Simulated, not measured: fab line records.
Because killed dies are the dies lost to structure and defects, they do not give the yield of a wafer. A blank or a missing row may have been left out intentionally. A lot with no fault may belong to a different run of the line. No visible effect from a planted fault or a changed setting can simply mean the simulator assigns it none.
A struck lot beside a sound one	flow n5Finfet	15 out of 1938 route steps
Sound: wafers L545.1, L545.2, L545.4. Struck: wafer L555.2 (left out: L555.6, a lot-mate that was not struck); the cause follows at the end.
For every step that has rows: the tool of each side, followed by ch and its chambers, followed by its first start. Under that, the readings that differ: sound wafers	struck wafers	difference of the means	sigmas: that difference in standard deviations of wafers without a fault.
alike: readings with means less than 2 such deviations apart, plus words and numbers identical on both sides. not compared: withheld readings, readings lacking a value on some wafer, bounds such as >300 that could conceal the same value, and numbers that have no deviation in the record and whose values overlap.
A row with sigmas, a row that says differs or no value, or rows on one side alone: a step with any of these is where the two part. Non-overlapping numbers with no deviation appear without sigmas and do not part them. A reading missing from all wafers of one side parts the sides only when that side holds two or more wafers.

first, 8 steps without rows for these wafers: N5_BEOL_M6_COAT_59 (time 60 s, resist thk 100 nm); N5_BEOL_M6_COAT_60 (time 60 s, resist thk 35 nm); N5_BEOL_M6_COAT_05 (resist thk 90 nm); N5_BEOL_M6_EBR_07; N5_BEOL_M6_SOFTBAKE_06 (time 60 s); N5_BEOL_M6_EXPOSE_08 (exposes mask M6); N5_BEOL_M6_PEB_09 (peb time 60 s); N5_BEOL_M6_DEVELOP_10 (develop time 30 s).
N5_BEOL_M6_CD_MEAS_11: target cd 38.5 nm.
  sound on cdSem-02 ch 0, day 9 12:20; struck on cdSem-03 ch 0, day 12 05:50
  alike: cdNm
N5_BEOL_M6_OVL_MEAS_12:
  sound on overlay-02 ch 0, day 9 12:22; struck on overlay-01 ch 0, day 12 05:52
  alike: M6_OVL
N5_BEOL_M6_INSPECT_13: inspects for defects (brightfield).
  struck on defectInspect-02, day 12 05:53; sound on defectInspect-02, day 9 12:23
  alike: rawDefectCount
N5_BEOL_M6_DESCUM_16: chemistry O2, time 7.9 s.
  sound on rieDiel-03 ch 0,1,3, day 9 12:29; struck on rieDiel-02 ch 1, day 12 05:55
  alike: drypumpMotorCurrentA, oesProductAu, rfVppV, showerheadPlenumPTorr, throttleValvePct
  not compared: rfHoursCounterH
N5_BEOL_M6_ETCH_61: etches SiARC in CF4, target depth 45.5 nm, time 75.8 s.
  sound on rieDiel-03 ch 0,1,3, day 9 12:31; struck on rieDiel-02 ch 1, day 12 05:58
reading	sound	struck	difference	sigmas
etchRfOnTimeS (s)	77.3 77.2 73.8	51.8	-24.3	-14
  alike: biasW, drypumpMotorCurrentA, oesProductAu, rfVppV, showerheadPlenumPTorr, throttleValvePct
  not compared: rfHoursCounterH
N5_BEOL_M6_ETCH_62: etches SOC in N2/H2, target depth 110 nm, overetch 22 nm, time 165 s.
  sound on rieDiel-03 ch 0,1,3, day 9 12:34; struck on rieDiel-02 ch 1, day 12 06:01
  alike: biasW, drypumpMotorCurrentA, oesProductAu, rfVppV, showerheadPlenumPTorr, throttleValvePct
  not compared: rfHoursCounterH
next, for these wafers, 1 step has no rows: N5_PASSIVATION_PROBE_49.

== WHERE THEY PART ==
N5_BEOL_M6_ETCH_61 only, going by this record. Later steps at which nothing parts them and some readings are alike: N5_BEOL_M6_ETCH_62.

WHY: what had been put in by the simulator
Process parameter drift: rieDiel-02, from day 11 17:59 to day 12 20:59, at N5_BEOL_M6_ETCH_61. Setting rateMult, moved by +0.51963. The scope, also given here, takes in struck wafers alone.
